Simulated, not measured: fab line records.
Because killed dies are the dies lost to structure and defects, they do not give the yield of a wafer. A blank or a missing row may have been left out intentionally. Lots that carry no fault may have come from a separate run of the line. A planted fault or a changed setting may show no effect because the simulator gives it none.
Matching of chambers || flow n5Finfet || N5_BEOL_M1_CO_CAP_55 on cvdCo-02: 3 sister chambers
The step material Co, precursor CCTBA/H2, target thk 2 nm, time 102.1 s. 20 wafers are shown with their chamber, then 10 later ones without.

WAFERS, EACH WITH ITS CHAMBER
{"wafer": "L074.1", "chamber": 0, "heaterPowerW (W)": 247}
{"wafer": "L074.3", "chamber": 0, "heaterPowerW (W)": 247}
{"wafer": "L074.5", "chamber": 0, "heaterPowerW (W)": 245}
{"wafer": "L076.3", "chamber": 0, "heaterPowerW (W)": 247}
{"wafer": "L076.4", "chamber": 2, "heaterPowerW (W)": 207}
{"wafer": "L076.6", "chamber": 1, "heaterPowerW (W)": 242}
{"wafer": "L077.2", "chamber": 1, "heaterPowerW (W)": 241}
{"wafer": "L077.4", "chamber": 2, "heaterPowerW (W)": 208}
{"wafer": "L077.5", "chamber": 1, "heaterPowerW (W)": 244}
{"wafer": "L078.1", "chamber": 1, "heaterPowerW (W)": 246}
{"wafer": "L078.3", "chamber": 2, "heaterPowerW (W)": 210}
{"wafer": "L078.5", "chamber": 1, "heaterPowerW (W)": 246}
{"wafer": "L080.2", "chamber": 1, "heaterPowerW (W)": 246}
{"wafer": "L080.3", "chamber": 2, "heaterPowerW (W)": 205}
{"wafer": "L080.4", "chamber": 2, "heaterPowerW (W)": 204}
{"wafer": "L083.1", "chamber": 2, "heaterPowerW (W)": 200}
{"wafer": "L083.2", "chamber": 0, "heaterPowerW (W)": 250}
{"wafer": "L083.4", "chamber": 1, "heaterPowerW (W)": 246}
{"wafer": "L088.2", "chamber": 0, "heaterPowerW (W)": 242}
{"wafer": "L088.3", "chamber": 1, "heaterPowerW (W)": 244}

SIGNATURES, as means of the wafers listed above
{"reading": "heaterPowerW", "chamber 0": 246.33, "chamber 1": 244.38, "chamber 2": 205.67, "scatter within a chamber": 2.71}
Rule: distance of a wafer from a chamber = root of the sum over the readings of ((wafer's reading minus chamber's mean) / reading's scatter) squared. If the next closest chamber is less than 2 further off than the closest, the wafer can't be placed; otherwise it belongs to the closest. The scatter: the root of (the sum of the squares of (reading less its chamber's mean) over the shown wafers, divided by (wafers less chambers)).

WAFERS WITH NO CHAMBER GIVEN
{"wafer": "L088.5", "heaterPowerW (W)": 206}
{"wafer": "L090.1", "heaterPowerW (W)": 246}
{"wafer": "L090.3", "heaterPowerW (W)": 246}
{"wafer": "L090.6", "heaterPowerW (W)": 246}
{"wafer": "L091.1", "heaterPowerW (W)": 255}
{"wafer": "L091.2", "heaterPowerW (W)": 206}
{"wafer": "L091.3", "heaterPowerW (W)": 245}
{"wafer": "L096.1", "heaterPowerW (W)": 239}
{"wafer": "L096.4", "heaterPowerW (W)": 207}
{"wafer": "L096.5", "heaterPowerW (W)": 247}

WHICH CHAMBER EACH WENT THROUGH
{"wafer": "L088.5", "from the rows above": 2, "in truth": 2}
{"wafer": "L090.1", "from the rows above": "can't be placed: 0 or 1", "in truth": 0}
{"wafer": "L090.3", "from the rows above": "can't be placed: 0 or 1", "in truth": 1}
{"wafer": "L090.6", "from the rows above": "can't be placed: 0 or 1", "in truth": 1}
{"wafer": "L091.1", "from the rows above": "can't be placed: 0 or 1", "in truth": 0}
{"wafer": "L091.2", "from the rows above": 2, "in truth": 2}
{"wafer": "L091.3", "from the rows above": "can't be placed: 1 or 0", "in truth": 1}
{"wafer": "L096.1", "from the rows above": "can't be placed: 1 or 0", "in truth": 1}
{"wafer": "L096.4", "from the rows above": 2, "in truth": 2}
{"wafer": "L096.5", "from the rows above": "can't be placed: 0 or 1", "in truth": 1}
Correct placement for 3 of the 10. Cannot be placed on the basis of these rows: 7; the candidates contain the true chamber in 7. Wrongly placed: 0.
